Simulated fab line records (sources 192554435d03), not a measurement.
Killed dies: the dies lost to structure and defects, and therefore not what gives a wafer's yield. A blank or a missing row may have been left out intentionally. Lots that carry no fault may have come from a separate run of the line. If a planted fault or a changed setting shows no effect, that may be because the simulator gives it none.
Chamber matching | flow n5Finfet | N5_BEOL_M4_ALD_98 on aldSin-03 has 4 sister chambers
The step deposits SiO2, target thk 2.5 nm, pulse time 1 s, co reactant pulse time 1 s. 8 wafers are shown with their chamber, then 8 later ones without.

## EACH WAFER AND ITS CHAMBER
wafer  | chamber | heaterPowerW (W) | precursorPulseHeightRel
L080.4 | 2       | 71               | 0.963
L085.1 | 3       | 81               | 0.990
L091.2 | 0       | 86               | 1.002
L091.6 | 1       | 82               | 1.015
L092.1 | 1       | 83               | 1.019
L092.2 | 2       | 72               | 1.007
L092.3 | 3       | 80               | 0.990
L092.4 | 0       | 88               | 1.005

## WAFERS WITH NO CHAMBER GIVEN
wafer  | heaterPowerW (W) | precursorPulseHeightRel
L092.5 | 69               | 1.005
L092.6 | 82               | 0.990
L093.1 | 71               | 0.975
L093.2 | 86               | 0.994
L093.5 | 80               | 1.018
L097.2 | 70               | 0.984
L097.4 | 83               | 1.034
L097.5 | 91               | 1.016

## WHICH CHAMBER EACH WENT THROUGH
wafer  | from the rows above     | in truth
L092.5 | 2                       | 2
L092.6 | can't be placed: 3 or 1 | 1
L093.1 | 2                       | 2
L093.2 | 0                       | 0
L093.5 | can't be placed: 3 or 1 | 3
L097.2 | 2                       | 2
L097.4 | 1                       | 1
L097.5 | 0                       | 0
Correctly placed: 6 of 8. Can't be placed from these rows: 2 (the true chamber is among the candidates in 2). Number placed wrongly: 0.
How it was worked out, from the rows above alone: a wafer's distance from a chamber is the root of the sum, over the readings, of the square of ((its reading less the chamber's mean) divided by the reading's scatter). If the next closest chamber is less than 2 further off than the closest, the wafer can't be placed; otherwise it belongs to the closest. A chamber's mean is the mean of its shown wafers. How the scatter is found: for the shown wafers, subtract from each reading the mean of its chamber, square and add these, divide the total by (wafers less chambers), then take the root.
